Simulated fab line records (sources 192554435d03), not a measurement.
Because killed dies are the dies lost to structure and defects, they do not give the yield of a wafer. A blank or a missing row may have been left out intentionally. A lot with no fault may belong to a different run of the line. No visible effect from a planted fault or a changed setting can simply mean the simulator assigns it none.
What tool caused it? / flow n5Finfet / 12 lots, 36 wafers sampled, at 4 steps of a route of 1938

== WHAT THE GAUGES SHOWED, per wafer ==
N5_PMOS_HMC_CHANNEL_EPI_INSPECT_30: inspects for defects (darkfield).
lot=L075; measured=day 2 02:34; on=defectInspect-01; rawDefectCount=13 27 26
lot=L077; measured=day 2 16:31; on=defectInspect-02; rawDefectCount=15 13 12
lot=L079; measured=day 3 02:38; on=defectInspect-02; rawDefectCount=6 13 9
lot=L081; measured=day 3 14:00; on=defectInspect-02; rawDefectCount=18 18 11
lot=L083; measured=day 4 02:14; on=defectInspect-02; rawDefectCount=20 12 13
lot=L085; measured=day 4 14:28; on=defectInspect-02; rawDefectCount=14 18 20
lot=L087; measured=day 5 02:05; on=defectInspect-01; rawDefectCount=17 11 11
lot=L089; measured=day 5 14:44; on=defectInspect-02; rawDefectCount=12 16 8
lot=L091; measured=day 6 02:04; on=defectInspect-01; rawDefectCount=19 12 9
lot=L093; measured=day 6 14:35; on=defectInspect-01; rawDefectCount=18 15 14
lot=L095; measured=day 7 02:53; on=defectInspect-01; rawDefectCount=14 24 26
lot=L097; measured=day 7 13:50; on=defectInspect-02; rawDefectCount=27 36 20

== TOOL THAT RAN EACH LOT (tool first, then ch and the chambers of the sampled wafers, then the start) ==
lot=L075; N5_ZERO_LAYER_PECVD_02=pecvd-02 ch 0,1,2, day 1 18:19; N5_PMOS_HMC_CHANNEL_EPI_HM_OPEN_15=rieDiel-04 ch 1,2, day 1 23:30; N5_PMOS_HMC_CHANNEL_EPI_STRIP_33=rieDiel-04 ch 1,2, day 1 23:33
lot=L077; N5_ZERO_LAYER_PECVD_02=pecvd-03 ch 0,1, day 2 06:17; N5_PMOS_HMC_CHANNEL_EPI_HM_OPEN_15=rieDiel-03 ch 0,1,3, day 2 13:20; N5_PMOS_HMC_CHANNEL_EPI_STRIP_33=rieDiel-03 ch 0,1,3, day 2 13:23
lot=L079; N5_ZERO_LAYER_PECVD_02=pecvd-03 ch 0,1, day 2 18:17; N5_PMOS_HMC_CHANNEL_EPI_HM_OPEN_15=rieDiel-03 ch 1,2,3, day 2 23:59; N5_PMOS_HMC_CHANNEL_EPI_STRIP_33=rieDiel-03 ch 1,2,3, day 3 00:02
lot=L081; N5_ZERO_LAYER_PECVD_02=pecvd-04 ch 0,2, day 3 06:17; N5_PMOS_HMC_CHANNEL_EPI_HM_OPEN_15=rieDiel-03 ch 0,3, day 3 11:20; N5_PMOS_HMC_CHANNEL_EPI_STRIP_33=rieDiel-03 ch 0,3, day 3 11:23
lot=L083; N5_ZERO_LAYER_PECVD_02=pecvd-02 ch 0,1, day 3 18:17; N5_PMOS_HMC_CHANNEL_EPI_HM_OPEN_15=rieDiel-01 ch 1,2, day 3 23:33; N5_PMOS_HMC_CHANNEL_EPI_STRIP_33=rieDiel-01 ch 1,2, day 3 23:36
lot=L085; N5_ZERO_LAYER_PECVD_02=pecvd-03 ch 0,1, day 4 06:17; N5_PMOS_HMC_CHANNEL_EPI_HM_OPEN_15=rieDiel-04 ch 2,3, day 4 11:23; N5_PMOS_HMC_CHANNEL_EPI_STRIP_33=rieDiel-04 ch 2,3, day 4 11:27
lot=L087; N5_ZERO_LAYER_PECVD_02=pecvd-03 ch 1,2, day 4 18:17; N5_PMOS_HMC_CHANNEL_EPI_HM_OPEN_15=rieDiel-03 ch 1,3, day 4 23:26; N5_PMOS_HMC_CHANNEL_EPI_STRIP_33=rieDiel-03 ch 1,3, day 4 23:29
lot=L089; N5_ZERO_LAYER_PECVD_02=pecvd-02 ch 0,1,2, day 5 06:17; N5_PMOS_HMC_CHANNEL_EPI_HM_OPEN_15=rieDiel-03 ch 0,2, day 5 11:59; N5_PMOS_HMC_CHANNEL_EPI_STRIP_33=rieDiel-03 ch 0,2, day 5 12:02
lot=L091; N5_ZERO_LAYER_PECVD_02=pecvd-02 ch 0,1, day 5 18:18; N5_PMOS_HMC_CHANNEL_EPI_HM_OPEN_15=rieDiel-03 ch 0,2,3, day 5 23:25; N5_PMOS_HMC_CHANNEL_EPI_STRIP_33=rieDiel-03 ch 0,2,3, day 5 23:28
lot=L093; N5_ZERO_LAYER_PECVD_02=pecvd-04 ch 1,2, day 6 06:17; N5_PMOS_HMC_CHANNEL_EPI_HM_OPEN_15=rieDiel-03 ch 0,2, day 6 11:49; N5_PMOS_HMC_CHANNEL_EPI_STRIP_33=rieDiel-03 ch 1,2,3, day 6 11:52
lot=L095; N5_ZERO_LAYER_PECVD_02=pecvd-02 ch 1,2, day 6 18:17; N5_PMOS_HMC_CHANNEL_EPI_HM_OPEN_15=rieDiel-01 ch 0,2,3, day 7 00:08; N5_PMOS_HMC_CHANNEL_EPI_STRIP_33=rieDiel-01 ch 0,2,3, day 7 00:11
lot=L097; N5_ZERO_LAYER_PECVD_02=pecvd-04 ch 1,2, day 7 06:17; N5_PMOS_HMC_CHANNEL_EPI_HM_OPEN_15=rieDiel-04 ch 1,2, day 7 11:10; N5_PMOS_HMC_CHANNEL_EPI_STRIP_33=rieDiel-04 ch 1,2, day 7 11:14
- N5_ZERO_LAYER_PECVD_02: deposits SiO2 from SiH4/N2O, target thk 10 nm, time 6 s.
- N5_PMOS_HMC_CHANNEL_EPI_HM_OPEN_15: chemistry CHF3/O2, target SiO2, target depth 40.6 nm, time 20.3 s.
- N5_PMOS_HMC_CHANNEL_EPI_STRIP_33: strips in N2/H2.

== THE ANSWER, worked out from the rows above alone ==
Rule: the usual values come from the lots themselves. The widest of any qualifying gaps counts: lots, ordered by their means at a reading, are off when they make up no more than a third of the lots, leave a main group of 4 or more, and stand apart from it by 3 or more times the standard deviation of that group's means. Not used: any main group whose means are identical at the precision the tables above print for the reading. A lot without any number at a reading at which 4 lots or more have one is off too. All remaining lots with rows at the step are treated as sound.
None of the lots is off at any reading shown; this tells nothing.

== WHAT HAD BEEN PUT IN BY THE SIMULATOR ==
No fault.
